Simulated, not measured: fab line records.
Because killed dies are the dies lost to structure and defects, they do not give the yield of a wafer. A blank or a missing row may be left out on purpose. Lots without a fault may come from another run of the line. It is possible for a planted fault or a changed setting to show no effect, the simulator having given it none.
Matching of chambers + flow n5Finfet + 4 sister chambers for N5_BEOL_M12_TRENCH_ETCH_34 on rieDiel-02
The step etches SiOC in C4F8/O2/Ar, target depth 318.95 nm, time 125.5 s. 16 wafers are shown with their chamber, then 8 later ones without.

== WAFERS, EACH WITH ITS CHAMBER ==
| wafer  | chamber | showerheadPlenumPTorr (Torr) | throttleValvePct (%) | oesProductAu (a.u.) |
|--------|---------|------------------------------|----------------------|---------------------|
| L078.3 | 0       | 3.42                         | 23.99                | 0.76                |
| L078.5 | 2       | 3.27                         | 24.07                | 0.74                |
| L078.6 | 1       | 3.49                         | 24.28                | 0.87                |
| L080.1 | 1       | 3.48                         | 24.29                | 0.87                |
| L080.2 | 2       | 3.26                         | 24.09                | 0.73                |
| L080.4 | 3       | 3.35                         | 24.37                | 0.84                |
| L083.1 | 2       | 3.26                         | 24.07                | 0.72                |
| L083.2 | 1       | 3.48                         | 24.28                | 0.85                |
| L083.6 | 3       | 3.35                         | 24.36                | 0.83                |
| L084.3 | 2       | 3.26                         | 24.09                | 0.72                |
| L084.5 | 1       | 3.48                         | 24.30                | 0.85                |
| L084.6 | 2       | 3.26                         | 24.10                | 0.72                |
| L087.1 | 0       | 3.41                         | 24.02                | 0.75                |
| L087.3 | 1       | 3.47                         | 24.29                | 0.84                |
| L087.4 | 2       | 3.25                         | 24.12                | 0.72                |
| L090.3 | 3       | 3.34                         | 24.38                | 0.82                |

SIGNATURES (means of the wafers above)
| reading               | chamber 0 | chamber 1 | chamber 2 | chamber 3 | scatter within a chamber |
|-----------------------|-----------|-----------|-----------|-----------|--------------------------|
| showerheadPlenumPTorr | 3.4150    | 3.4800    | 3.2600    | 3.3467    | 0.00656                  |
| throttleValvePct      | 24.0050   | 24.2880   | 24.0900   | 24.3700   | 0.0151                   |
| oesProductAu          | 0.7550    | 0.8560    | 0.7250    | 0.8300    | 0.0105                   |
Rule: for each reading, subtract the chamber's mean from the wafer's reading, divide by that reading's scatter and square the result; add these up over the readings and take the root, which gives the wafer's distance from the chamber. If the next closest chamber is less than 2 further off than the closest, the wafer can't be placed; otherwise it belongs to the closest. The scatter: take each reading less its chamber's mean, square it, sum over the shown wafers, divide by the number of wafers less the number of chambers, and take the root.

== WAFERS WHOSE CHAMBER IS MISSING ==
| wafer  | showerheadPlenumPTorr (Torr) | throttleValvePct (%) | oesProductAu (a.u.) |
|--------|------------------------------|----------------------|---------------------|
| L090.4 | 3.47                         | 24.30                | 0.83                |
| L090.6 | 3.41                         | 24.02                | 0.74                |
| L091.2 | 3.25                         | 24.11                | 0.71                |
| L091.3 | 3.34                         | 24.38                | 0.81                |
| L091.6 | 3.34                         | 24.39                | 0.82                |
| L096.3 | 3.40                         | 24.03                | 0.73                |
| L096.5 | 3.46                         | 24.35                | 0.80                |
| L096.6 | 3.40                         | 24.02                | 0.73                |

== WHICH CHAMBER EACH WENT THROUGH ==
| wafer  | from the rows above | in truth |
|--------|---------------------|----------|
| L090.4 | 1                   | 1        |
| L090.6 | 0                   | 0        |
| L091.2 | 2                   | 2        |
| L091.3 | 3                   | 3        |
| L091.6 | 3                   | 3        |
| L096.3 | 0                   | 0        |
| L096.5 | 1                   | 1        |
| L096.6 | 0                   | 0        |
8 of 8 placed correctly. Left unplaced by these rows: 0. 0 placed wrongly.
